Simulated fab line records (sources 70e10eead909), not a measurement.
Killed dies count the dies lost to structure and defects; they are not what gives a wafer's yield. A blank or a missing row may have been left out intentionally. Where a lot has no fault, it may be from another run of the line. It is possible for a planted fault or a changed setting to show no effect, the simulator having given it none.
Struck lot and sound lot, side by side ; flow nand-harc ; 15 steps out of a route of 1302
Sound: wafers L410.2, L410.3, L410.6. Wafers L422.1, L422.4, L422.6 were the ones struck. Last of all comes the cause.
Each step with rows lists, per side, the tool, then ch with its chambers, then its first start. Under that, the readings that differ: sound wafers ; struck wafers ; difference of the means ; sigmas: that difference in standard deviations of wafers without a fault.
alike: a reading whose means differ by less than 2 such deviations, as well as words and numbers matching on both sides. not compared: withheld readings; readings where some wafer has no value; bounds like >300 that might hide an equal value; numbers whose values overlap and for which the record gives no deviation.
The two part at a step that has a row with sigmas, a row that says differs or no value, or rows on one side only. When numbers do not overlap yet have no deviation, they are printed without sigmas and do not part them. A reading that every wafer of one side lacks parts them only if that side has two wafers or more.

first, 2 steps without rows for these wafers: NHARC_A_CHANNEL_HOLE_D1_STRIP_42 (strips in CF4/CHF3); NHARC_A_CHANNEL_HOLE_D1_STRIP_43 (strips in O2/COS).
NHARC_A_CHANNEL_HOLE_D1_ETCH_44: etches the open film in CF4/O2, target depth 140 nm, overetch 14 nm, time 77 s.
  sound on rie-diel-05 ch 1,2, day 9 23:45; struck on rie-diel-05 ch 1,3, day 14 16:32
  alike: cf4-flow-sccm, drypump-motor-current-A, mfc-ar-sccm, oes-product-au, rf-vpp-V, showerhead-plenum-p-Torr, throttle-valve-pct
  not compared: rf-hours-counter-h
NHARC_A_CHANNEL_HOLE_D1_STRIP_27: strips in O2.
  sound on rie-diel-05 ch 2,3; struck on rie-diel-05 ch 0,1,2
reading;sound;struck;difference;sigmas
throttle-valve-pct (%);17.032 17.058 17.045;17.031 17.029 17.019;-0.019;-2
  alike: drypump-motor-current-A, mfc-ar-sccm, oes-product-au, rf-vpp-V, showerhead-plenum-p-Torr
  not compared: rf-hours-counter-h
then, 2 steps without rows for these wafers: NHARC_A_CHANNEL_HOLE_D1_PRECLEAN_28 (cleans in SC1); NHARC_A_CHANNEL_HOLE_D1_SRD_29.
NHARC_A_CHANNEL_HOLE_D1_CD_MEAS_30:
  sound on cd-sem-01, day 10 00:32; struck on cd-sem-02, day 14 17:20
  alike: cd-nm
NHARC_A_CHANNEL_HOLE_D1_XSEM_31:
  sound on xsem-01 ch 0, day 10 00:37; struck on xsem-01 ch 0, day 14 17:26
reading;sound;struck;difference;sigmas
tilt-deg (degrees);0.12 0.12 0.12;0.02 0.02 0.02;-0.10;-3
  alike: bot-cd-nm, bow-nm
NHARC_A_CHANNEL_HOLE_D1_INSPECT_40:
  sound on defect-inspect-02, day 10 00:43; struck on defect-inspect-02, day 14 17:32
reading;sound;struck;difference;sigmas
raw-defect-count;54 63 48;106 106 120;+56;+2
then, 2 steps without rows for these wafers: NHARC_A_CHANNEL_FILL_D1_PRECLEAN_00 (cleans in SC1); NHARC_A_CHANNEL_FILL_D1_SRD_01.
NHARC_A_CHANNEL_FILL_D1_ALD_02: deposits SiO2, target thk 6 nm, pulse time 10 s, ald cycles 60.
  sound on ald-hk-03 ch 0,2,3, day 10 00:55; struck on ald-hk-03 ch 0,1,2, day 14 17:52
  alike: ald-cycles, heater-power-w, precursor-pulse-height-rel
NHARC_A_CHANNEL_FILL_D1_ALD_03: deposits SiNx, target thk 6 nm, pulse time 60 s, ald cycles 58.
  sound on ald-sin-batch-01 ch 0, day 10 04:21; struck on ald-sin-batch-01 ch 0, day 14 20:26
reading;sound;struck;difference;sigmas
ald-cycles;58 58 58;106 106 106;+48;
  alike: precursor-pulse-height-rel
NHARC_A_CHANNEL_FILL_D1_ALD_14: deposits SiO2, target thk 2.5 nm, pulse time 10 s, ald cycles 25.
  sound on ald-hk-02 ch 1,3, day 10 07:58; struck on ald-hk-03 ch 0,2,3, day 15 00:16
  alike: ald-cycles, heater-power-w, precursor-pulse-height-rel
-- jump in the record: it breaks off in module A_CHANNEL_FILL_D1 and resumes in module END (first step shown: number 1302 of the route), and 16 days separate the struck wafers' starts before and after --
NHARC_END_SORT_01:
  the record has rows for the struck wafers here (prober-01 ch 0, day 30 20:51) and none for the sound ones

## WHERE THEY PART
First at NHARC_A_CHANNEL_HOLE_D1_STRIP_27; last, within this record, at NHARC_END_SORT_01.

WHY: what the simulator had put in
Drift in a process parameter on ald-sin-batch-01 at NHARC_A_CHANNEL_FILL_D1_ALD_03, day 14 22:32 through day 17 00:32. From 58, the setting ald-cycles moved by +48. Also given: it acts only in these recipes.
